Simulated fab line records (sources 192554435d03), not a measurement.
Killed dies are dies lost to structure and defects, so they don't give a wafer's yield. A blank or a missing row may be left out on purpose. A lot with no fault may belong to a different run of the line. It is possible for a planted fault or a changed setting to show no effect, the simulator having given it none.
Chamber matching -- flow n5-finfet -- 3 sister chambers for N5_MOL_CONTACT_COAG_CMP_23 on cmp-02
The step polishes, stops on SiO2, t overpolish 1.5 s, target thk 0 nm. 6 wafers are shown with their chamber, then 5 later ones without.

WAFERS, EACH WITH ITS CHAMBER
wafer,chamber,motor-current-A (A),slurry-filter-dp-kPa (kPa)
L090.2,3,8.7,13.40
L090.5,1,8.2,13.48
L091.2,3,8.3,13.25
L091.4,1,8.5,13.53
L091.6,0,8.1,13.74
L092.2,0,8.1,13.73

WAFERS MISSING THEIR CHAMBER
wafer,motor-current-A (A),slurry-filter-dp-kPa (kPa)
L092.3,8.4,13.33
L096.1,8.5,13.32
L096.5,7.9,13.56
L097.3,8.5,13.16
L097.4,8.5,13.49

WHICH CHAMBER EACH WENT THROUGH
wafer,from the rows above,in truth
L092.3,3,3
L096.1,3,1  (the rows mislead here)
L096.5,can't be placed: 1 or 0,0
L097.3,3,3
L097.4,can't be placed: 1 or 3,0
2 of 5 placed correctly. From these rows, 2 cannot be placed; in 1 the true chamber is one of the candidates. Number placed wrongly: 1.
How it was worked out, from the rows above alone: a wafer's distance from a chamber is the root of the sum, over the readings, of the square of ((its reading less the chamber's mean) divided by the reading's scatter). The wafer belongs to the nearest chamber; if the next one is less than 2 further off, it can't be placed. The mean given for a chamber averages the wafers shown for that chamber. The scatter: take each reading less its chamber's mean, square it, sum over the shown wafers, divide by the number of wafers less the number of chambers, and take the root.
